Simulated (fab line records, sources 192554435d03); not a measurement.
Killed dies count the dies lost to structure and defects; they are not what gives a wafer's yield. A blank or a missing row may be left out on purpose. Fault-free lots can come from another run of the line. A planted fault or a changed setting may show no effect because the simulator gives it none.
Chamber matching / flow n5 finfet / rie diel-06 running N5_BEOL_M0_SAQP_DESCUM_19: 4 sister chambers
The step chemistry O2, time 7.9 s. 16 wafers are shown with their chamber, then 8 later ones without.

## EACH WAFER AND ITS CHAMBER
wafer=L074.1; chamber=1; showerhead plenum p Torr (Torr)=2.09; drypump motor current A (A)=6.4; rf vpp V (V)=243.7
wafer=L074.3; chamber=3; showerhead plenum p Torr (Torr)=1.99; drypump motor current A (A)=6.0; rf vpp V (V)=242.3
wafer=L074.6; chamber=2; showerhead plenum p Torr (Torr)=2.14; drypump motor current A (A)=6.1; rf vpp V (V)=244.5
wafer=L077.1; chamber=1; showerhead plenum p Torr (Torr)=2.09; drypump motor current A (A)=6.5; rf vpp V (V)=243.0
wafer=L077.4; chamber=0; showerhead plenum p Torr (Torr)=1.93; drypump motor current A (A)=5.2; rf vpp V (V)=242.2
wafer=L077.5; chamber=1; showerhead plenum p Torr (Torr)=2.09; drypump motor current A (A)=6.5; rf vpp V (V)=242.9
wafer=L078.1; chamber=0; showerhead plenum p Torr (Torr)=1.93; drypump motor current A (A)=5.3; rf vpp V (V)=241.7
wafer=L078.3; chamber=1; showerhead plenum p Torr (Torr)=2.09; drypump motor current A (A)=6.5; rf vpp V (V)=244.1
wafer=L078.4; chamber=1; showerhead plenum p Torr (Torr)=2.09; drypump motor current A (A)=6.5; rf vpp V (V)=243.1
wafer=L087.1; chamber=0; showerhead plenum p Torr (Torr)=1.93; drypump motor current A (A)=5.3; rf vpp V (V)=239.4
wafer=L087.2; chamber=2; showerhead plenum p Torr (Torr)=2.14; drypump motor current A (A)=6.1; rf vpp V (V)=243.5
wafer=L087.5; chamber=0; showerhead plenum p Torr (Torr)=1.93; drypump motor current A (A)=5.3; rf vpp V (V)=240.5
wafer=L088.1; chamber=0; showerhead plenum p Torr (Torr)=1.93; drypump motor current A (A)=5.2; rf vpp V (V)=241.3
wafer=L088.3; chamber=3; showerhead plenum p Torr (Torr)=1.98; drypump motor current A (A)=6.0; rf vpp V (V)=241.8
wafer=L088.6; chamber=0; showerhead plenum p Torr (Torr)=1.93; drypump motor current A (A)=5.2; rf vpp V (V)=242.0
wafer=L089.2; chamber=3; showerhead plenum p Torr (Torr)=1.98; drypump motor current A (A)=6.0; rf vpp V (V)=241.6

SIGNATURES (averages over the wafers above)
reading=showerhead plenum p Torr; chamber 0=1.9300; chamber 1=2.0900; chamber 2=2.1400; chamber 3=1.9833; scatter within a chamber=0.00236
reading=drypump motor current A; chamber 0=5.250; chamber 1=6.480; chamber 2=6.100; chamber 3=6.000; scatter within a chamber=0.0438
reading=rf vpp V; chamber 0=241.183; chamber 1=243.360; chamber 2=244.000; chamber 3=241.900; scatter within a chamber=0.788
Rule: distance of a wafer from a chamber = root of the sum over the readings of ((wafer's reading minus chamber's mean) / reading's scatter) squared. If the next closest chamber is less than 2 further off than the closest, the wafer can't be placed; otherwise it belongs to the closest. The scatter: the root of (the sum of the squares of (reading less its chamber's mean) over the shown wafers, divided by (wafers less chambers)).

## WAFERS WHOSE CHAMBER IS MISSING
wafer=L089.3; showerhead plenum p Torr (Torr)=1.93; drypump motor current A (A)=5.3; rf vpp V (V)=240.7
wafer=L089.6; showerhead plenum p Torr (Torr)=1.93; drypump motor current A (A)=5.3; rf vpp V (V)=242.1
wafer=L091.1; showerhead plenum p Torr (Torr)=1.92; drypump motor current A (A)=5.2; rf vpp V (V)=239.5
wafer=L091.2; showerhead plenum p Torr (Torr)=2.08; drypump motor current A (A)=6.5; rf vpp V (V)=244.0
wafer=L091.6; showerhead plenum p Torr (Torr)=1.92; drypump motor current A (A)=5.2; rf vpp V (V)=239.9
wafer=L096.2; showerhead plenum p Torr (Torr)=1.98; drypump motor current A (A)=6.0; rf vpp V (V)=242.1
wafer=L096.4; showerhead plenum p Torr (Torr)=1.92; drypump motor current A (A)=5.2; rf vpp V (V)=238.9
wafer=L096.5; showerhead plenum p Torr (Torr)=1.98; drypump motor current A (A)=6.0; rf vpp V (V)=240.5

## EACH ONE'S CHAMBER
wafer=L089.3; from the rows above=0; in truth=0
wafer=L089.6; from the rows above=0; in truth=0
wafer=L091.1; from the rows above=0; in truth=0
wafer=L091.2; from the rows above=1; in truth=1
wafer=L091.6; from the rows above=0; in truth=0
wafer=L096.2; from the rows above=3; in truth=3
wafer=L096.4; from the rows above=0; in truth=0
wafer=L096.5; from the rows above=3; in truth=3
Correctly placed: 8 of 8. Not placeable from these rows: 0. Number placed wrongly: 0.
